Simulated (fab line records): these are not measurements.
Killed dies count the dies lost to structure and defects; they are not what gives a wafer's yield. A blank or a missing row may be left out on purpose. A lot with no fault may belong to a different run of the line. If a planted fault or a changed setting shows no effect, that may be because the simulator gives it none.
Which tool was responsible? -- flow n5-finfet -- Sampling: 9 lots, 27 wafers, 2 of 1938 route steps

WHAT THE GAUGES SHOWED, per wafer
N5_BEOL_M4_RC_MEAS_101. Usual: DIBL_N 36.3 mV/V, standard deviation 1.9; DIBL_P 36.6 mV/V, standard deviation 2.4; IOFF_N 0.17 nA/um, standard deviation 0.037; IOFF_P 0.23 nA/um, standard deviation 0.04; ION_N 682 uA/um, standard deviation 14; ION_P 468 uA/um, standard deviation 8.6; SS_N 71.6 mV/dec, standard deviation 0.67; SS_P 73.4 mV/dec, standard deviation 0.71; VT_N 248 mV, standard deviation 3.3; VT_P -248.9 mV, standard deviation 2.9.
lot,measured,on,DIBL_N (mV/V),DIBL_P (mV/V),IOFF_N (nA/um),IOFF_P (nA/um),ION_N (uA/um),ION_P (uA/um),SS_N (mV/dec),SS_P (mV/dec),VT_N (mV),VT_P (mV),flag
L297,day 9 07:34,prober-01,32.4 35.1 32.7,33.8 37.2 34.3,0.14 0.17 0.13,0.19 0.22 0.19,693 689 660,480 469 456,70.5 71.8 70.1,72.1 73.7 72.4,248 249 253,-247.9 -249.8 -251.4,
L298,day 9 12:26,prober-02,37.2 40.0 35.0,39.3 41.9 36.7,0.16 0.24 0.14,0.22 0.29 0.19,669 693 680,467 473 472,71.4 72.5 70.8,74.1 74.5 73.9,252 244 253,-252.9 -247.4 -253.2,
L294,day 9 21:41,prober-01,34.6 36.1 36.3,35.2 38.3 37.0,0.14 0.16 0.15,0.17 0.23 0.20,671 682 672,456 465 457,70.7 71.6 71.6,72.3 73.7 73.0,253 247 250,-252.2 -250.2 -252.8,
L300,day 10 03:37,prober-02,37.1 33.7 34.2,37.6 33.6 33.7,0.19 0.13 0.14,0.25 0.19 0.19,682 674 671,470 470 470,72.1 70.5 71.0,74.1 72.3 72.5,244 250 249,-246.7 -251.4 -250.2,
L301,day 10 16:10,prober-01,36.6 36.2 35.3,38.8 39.4 37.3,0.17 0.18 0.16,0.26 0.27 0.23,672 678 668,461 467 466,72.5 72.5 71.7,73.7 74.5 73.5,247 245 248,-247.8 -245.6 -249.6,
L304,day 11 03:56,prober-01,34.8 36.1 32.9,33.7 36.5 31.7,0.14 0.16 0.11,0.21 0.24 0.18,670 689 659,464 477 467,71.2 72.0 70.0,73.4 73.3 72.3,247 248 249,-249.1 -247.5 -249.1,
L303,day 11 09:14,prober-02,37.4 37.6 37.3,36.5 36.8 36.2,0.17 0.18 0.15,0.21 0.22 0.20,672 683 674,460 463 463,72.0 71.8 71.9,73.4 73.4 72.7,250 247 252,-250.9 -249.2 -252.4,
L313,day 15 16:10,prober-01,37.1 36.6 38.4,35.5 34.8 37.9,0.17 0.16 0.21,0.25 0.24 0.29,677 701 707,473 484 489,72.8 72.0 72.0,73.9 74.0 74.2,250 245 246,-244.3 -246.2 -245.7,
L315,day 15 20:26,prober-02,33.8 36.8 36.8,34.9 37.7 37.2,0.16 0.21 0.22,0.20 0.24 0.24,699 699 698,479 474 472,70.9 71.7 71.5,73.0 74.2 73.2,246 246 242,-250.3 -246.6 -250.8,

N5_BEOL_M5_CD_MEAS_35: target cd 28 nm, target cd y 24 nm. Usual: 28.0 nm for cd-nm, sd 0.33.
lot,measured,on,cd-nm (nm),flag
L297,day 9 12:29,cd-sem-01,28.2 27.9 27.4,
L298,day 9 18:44,cd-sem-02,27.9 27.9 27.5,
L294,day 10 02:17,cd-sem-01,27.9 27.7 27.7,
L300,day 10 12:01,cd-sem-01,28.2 28.5 28.3,
L301,day 10 23:41,cd-sem-03,28.1 28.3 28.1,
L304,day 11 08:34,cd-sem-02,28.0 27.7 27.8,
L303,day 11 14:25,cd-sem-02,28.1 27.8 28.2,
L313,day 15 19:56,cd-sem-03,28.2 28.6 28.1,
L315,day 16 04:30,cd-sem-02,28.3 28.4 28.0,

EACH LOT AND THE TOOL THAT RAN IT (in order: tool; ch and the chambers of the sampled wafers; start)
There is no process step in the record ahead of these readings.

WHAT THE TOOLS THEMSELVES READ (means of the sampled wafers that have a number; where no wafer has one, the mark that the record gives instead)
The record holds no such reading with a usual standard deviation.

THE ANSWER, worked out from the rows above alone
Rule: lot off if the mean of its wafers having a number is beyond 3 standard deviations from the usual mean. A lot without any number at a reading at which 4 lots or more have one is off too. Where the step has rows for the other lots, those lots are counted as sound. The gauges are gone through in route order, then the tools' own readings, and for those a lot's mean is taken as printed above. At the first step where some lot is off, the reading lying furthest off is the one used; lots without a number count as furthest.
No lot is off on any of the readings shown, so nothing can be concluded from this.

WHAT HAD BEEN PUT IN BY THE SIMULATOR
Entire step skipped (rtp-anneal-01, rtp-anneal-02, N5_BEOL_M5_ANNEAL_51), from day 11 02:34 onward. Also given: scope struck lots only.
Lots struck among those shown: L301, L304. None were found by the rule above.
